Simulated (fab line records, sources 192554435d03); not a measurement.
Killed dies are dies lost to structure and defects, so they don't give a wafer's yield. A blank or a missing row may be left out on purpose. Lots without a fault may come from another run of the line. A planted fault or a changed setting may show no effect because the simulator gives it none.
Chamber matching | flow n5_finfet | N5_HKMG_FIN_STRIP_34 on rie_diel-03: 4 sister chambers
The step strips in CF4. 7 wafers are shown with their chamber, then 8 later ones without.

WAFERS WITH THEIR CHAMBER
wafer  | chamber | showerhead_plenum_p_Torr (Torr) | drypump_motor_current_A (A)
L079.3 | 0       | 1.88                            | 5.9
L079.4 | 1       | 1.82                            | 5.7
L086.6 | 2       | 1.80                            | 5.0
L087.1 | 1       | 1.81                            | 5.6
L087.5 | 2       | 1.80                            | 5.0
L087.6 | 3       | 1.74                            | 5.6
L089.2 | 3       | 1.74                            | 5.6

WAFERS WITHOUT THEIR CHAMBER
wafer  | showerhead_plenum_p_Torr (Torr) | drypump_motor_current_A (A)
L089.4 | 1.81                            | 5.7
L089.5 | 1.80                            | 5.0
L090.2 | 1.80                            | 5.0
L090.3 | 1.74                            | 5.7
L090.6 | 1.88                            | 5.9
L092.2 | 1.81                            | 5.7
L092.3 | 1.74                            | 5.7
L092.4 | 1.79                            | 5.0

WHICH CHAMBER EACH WENT THROUGH
wafer  | from the rows above | in truth
L089.4 | 1                   | 1
L089.5 | 2                   | 2
L090.2 | 2                   | 2
L090.3 | 3                   | 3
L090.6 | 0                   | 0
L092.2 | 1                   | 1
L092.3 | 3                   | 3
L092.4 | 2                   | 2
Placed correctly: 8 of 8. Can't be placed from these rows: 0. Placed wrongly: 0.
How it was worked out, from the rows above alone: a wafer's distance from a chamber is the root of the sum, over the readings, of the square of ((its reading less the chamber's mean) divided by the reading's scatter). The wafer belongs to the nearest chamber; if the next one is less than 2 further off, it can't be placed. A chamber's mean is the mean of its shown wafers. The scatter: the root of (the sum of the squares of (reading less its chamber's mean) over the shown wafers, divided by (wafers less chambers)).
